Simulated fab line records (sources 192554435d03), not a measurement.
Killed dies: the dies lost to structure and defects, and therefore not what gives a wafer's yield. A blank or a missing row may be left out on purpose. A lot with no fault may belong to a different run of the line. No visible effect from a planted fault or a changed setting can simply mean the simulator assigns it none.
A lot that was struck, set against a sound lot | flow n5Finfet | 34 out of 1938 route steps
Sound: these wafers, L342.2, L342.3, L342.6. Struck: wafer L349.3. (L349.1, L349.6 of the same lot were not struck and are left out.) The cause comes at the end.
Per side, at each step with rows, come the tool, then ch with its chambers, and then its first start. Under that, the readings that differ: sound wafers | struck wafers | difference of the means | sigmas: that difference in standard deviations of wafers without a fault.
alike: a reading whose means differ by less than 2 such deviations, as well as words and numbers matching on both sides. not compared: withheld readings; readings where some wafer has no value; bounds like >300 that might hide an equal value; numbers whose values overlap and for which the record gives no deviation.
The two part at a step that has a row with sigmas, a row that says differs or no value, or rows on one side only. When numbers do not overlap yet have no deviation, they are printed without sigmas and do not part them. A reading missing from all wafers of one side parts the sides only when that side holds two or more wafers.

first, 10 steps without rows for these wafers: N5_BEOL_M7_TRENCH_ETCH_37 (etches SiCOH lowk in C4F6/O2, target depth 93.478 nm, time 31.2 s); N5_BEOL_M7_ETCH_41 (etches SiCN in CH3F/O2, target depth 31.9 nm, time 57.8 s); N5_BEOL_M7_STRIP_80 (strips in N2/H2, time 10 s); N5_BEOL_M7_HM_STRIP_39 (strips TiN in peroxide tin strip, target depth 25 nm, time 158 s); N5_BEOL_M7_SRD_40 (time 30 s); N5_BEOL_M7_PRECLEAN_42 (cleans in residue remover, time 60 s); N5_BEOL_M7_SRD_43 (time 30 s); N5_BEOL_M7_CURE_75 (cures SiCOH lowk, time 120 s); N5_BEOL_M7_DEGAS_44 (time 60 s); N5_BEOL_M7_PRE_CLEAN_45 (time 30 s).
N5_BEOL_M7_ALD_77: deposits TaN, target thk 2 nm, pulse time 2 s, purge time 3 s.
  sound on aldMetal-04 ch 2,3, day 12 02:06; struck on aldMetal-03 ch 1, day 14 09:54
reading               | sound          | struck | difference | sigmas
mfcCarrierSccm (sccm) | 1493 1492 1492 | 1504   | +12        | +3
  alike: heaterPowerW
then, 22 steps without rows for these wafers: N5_BEOL_M7_SURFACE_TREAT_79; N5_BEOL_M7_CVD_78 (deposits Co from CCTBA/H2, target thk 2 nm, time 142.3 s); N5_BEOL_M7_SPUTTER_48 (material Cu, target thk 10 nm, time 1.667 s); N5_BEOL_M7_ECD_50 (material Cu, target thk 300 nm); N5_BEOL_M7_ANNEAL_51 (time 90 s); N5_BEOL_M7_CMP_52 (polishes, stops on SiCOH lowk, t overpolish 6.9 s, target thk 80 nm); N5_BEOL_M7_PRE_CLEAN_55 (time 15 s); N5_BEOL_M7_DEP_56 (deposits SiCN from 3MS/NH3, target thk 10 nm, time 17.5 s); N5_BEOL_M8_ILD_DEP_00 (deposits SiCOH lowk from DEMS/porogen, target thk 179.75 nm, time 33.4 s); N5_BEOL_M8_CURE_74 (cures SiCOH lowk, time 240 s); N5_BEOL_M8_PECVD_70 (deposits SiO2 from TEOS/O2, target thk 20 nm, time 22.7 s); N5_BEOL_M8_HM_DEP_02 (deposits TiN, target thk 20 nm); N5_BEOL_M8_COAT_59 (time 60 s, resist thk 100 nm); N5_BEOL_M8_COAT_60 (time 60 s, resist thk 35 nm); N5_BEOL_M8_COAT_05 (resist thk 90 nm); N5_BEOL_M8_EBR_07; N5_BEOL_M8_SOFTBAKE_06 (time 60 s); N5_BEOL_M8_EXPOSE_08 (exposes mask M8); N5_BEOL_M8_PEB_09 (peb time 60 s); N5_BEOL_M8_DEVELOP_10 (develop time 30 s); N5_BEOL_M8_DESCUM_16 (chemistry O2, time 7.9 s); N5_BEOL_M8_ETCH_61 (etches SiARC in CF4, target depth 45.5 nm, time 75.8 s).
-- here the record skips 3 days between the struck wafers' starts before and after, leaving off in module BEOL_M8 and picking up in module PASSIVATION (first step shown: number 1936 of the route) --
N5_PASSIVATION_PROBE_49:
  only the struck wafers here have rows in the record (prober-01, day 17 08:12); the sound ones have none

WHERE THEY PART
At N5_BEOL_M7_ALD_77 first; at N5_PASSIVATION_PROBE_49 last (within this record only).

WHY: what the simulator had put in
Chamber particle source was aldMetal-03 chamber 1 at N5_BEOL_M7_ALD_77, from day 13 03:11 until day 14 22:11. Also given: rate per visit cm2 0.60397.
